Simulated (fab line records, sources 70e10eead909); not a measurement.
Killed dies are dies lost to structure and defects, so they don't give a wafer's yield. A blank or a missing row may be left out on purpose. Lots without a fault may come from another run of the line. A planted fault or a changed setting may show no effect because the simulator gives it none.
Problem report in the 8D (eight disciplines) form, filled by code | flow nand_harc | the parts of the form that need people (team, actions taken, sign-off) are left out

1. THE PROBLEM
thk_nm at NHARC_A_ONON_D2_THK_MEAS_11 reads a mean of 1585 nm on 3 wafers of 3 lots; wafers without a fault read 1002 nm with a standard deviation of 9.7. That is +60 standard deviations from the usual mean.
The step: measures by ellipsometry.
First seen on wafer L715.3, day 19 01:35, on film_metro-01. The record holds 43 wafers of 15 lots with a number at this step. Rule for "out", or "out of limits": more than 4 standard deviations from the usual mean. The other wafers with a number count as sound.

2. WHAT IT IS AND WHAT IT IS NOT
question                    | is                           | is not
which readings at this step | thk_nm                       | -
which lots                  | L715, L716, L719             | L700, L701, L702, L703, L704, L706, L707, L709, L712, L717, L721, L722
which wafers of those lots  | L715.3, L716.3, L719.4       | L715.6, L716.5, L716.6, L719.1
read on which gauges        | film_metro-01, film_metro-02 | -
when                        | from day 19 01:35            | up to then (28 sound wafers); but 12 sound wafers of L716, L717, L719, L721, L722 came after

3. SUSPECTS, AND WHAT RULES EACH OUT
Counting: a tool at a process step up to the reading stays a suspect if it ran every lot that is out. Sound lots after the first of them don't rule it out here, since some wafers of a struck lot are sound.
- the gauge at NHARC_A_ONON_D2_THK_MEAS_11: ruled out. The wafers that are out were read on 2 gauges (film_metro-01, film_metro-02).
- pecvd_onon-01 at NHARC_A_ONON_D2_DEP_09 (target thk 1000 nm): kept. It ran every lot that is out, first L715 (day 19 01:11); its last sound lot up to then is L712 (day 17 08:16).
Left after counting: pecvd_onon-01 at NHARC_A_ONON_D2_DEP_09.

4. THE CAUSE (what the simulator had put in)
Process parameter drift: pecvd_onon-01, from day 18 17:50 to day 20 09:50, at NHARC_A_ONON_D2_DEP_09. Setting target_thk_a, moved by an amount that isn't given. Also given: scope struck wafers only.
Counting left only this tool.

5. THE CHAIN OF EFFECTS, in route order
Each row: a reading whose mean over the struck wafers that have a number lies more than 3 standard deviations from the usual. Only readings for which the record gives a usual standard deviation are gone through. hours: the time from each lot's start at the first step in this table that gives one to its start at this step, as a median over the lots. sigmas: the change in usual standard deviations.
hours | step                        | reading         | usual   | on struck wafers | change | sigmas
0     | NHARC_A_ONON_D2_THK_MEAS_11 | thk_nm          | 1002 nm | 1585             | +583   | +60
278   | NHARC_END_SORT_01           | killed_at_array | 52      | 671              | +619   | +34
278   | NHARC_END_SORT_01           | killed_dies     | 56      | 677              | +621   | +37

6. WHAT WOULD HAVE CAUGHT IT SOONER
In this record the first reading out of limits at a measuring or inspecting step was taken at day 19 01:35, 8 hours after the fault began at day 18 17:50.
Of the lots that are out (3), L716, L719 began NHARC_A_ONON_D2_DEP_09 on pecvd_onon-01 after day 19 01:35. A hold on the tool at that time would have spared those 2.
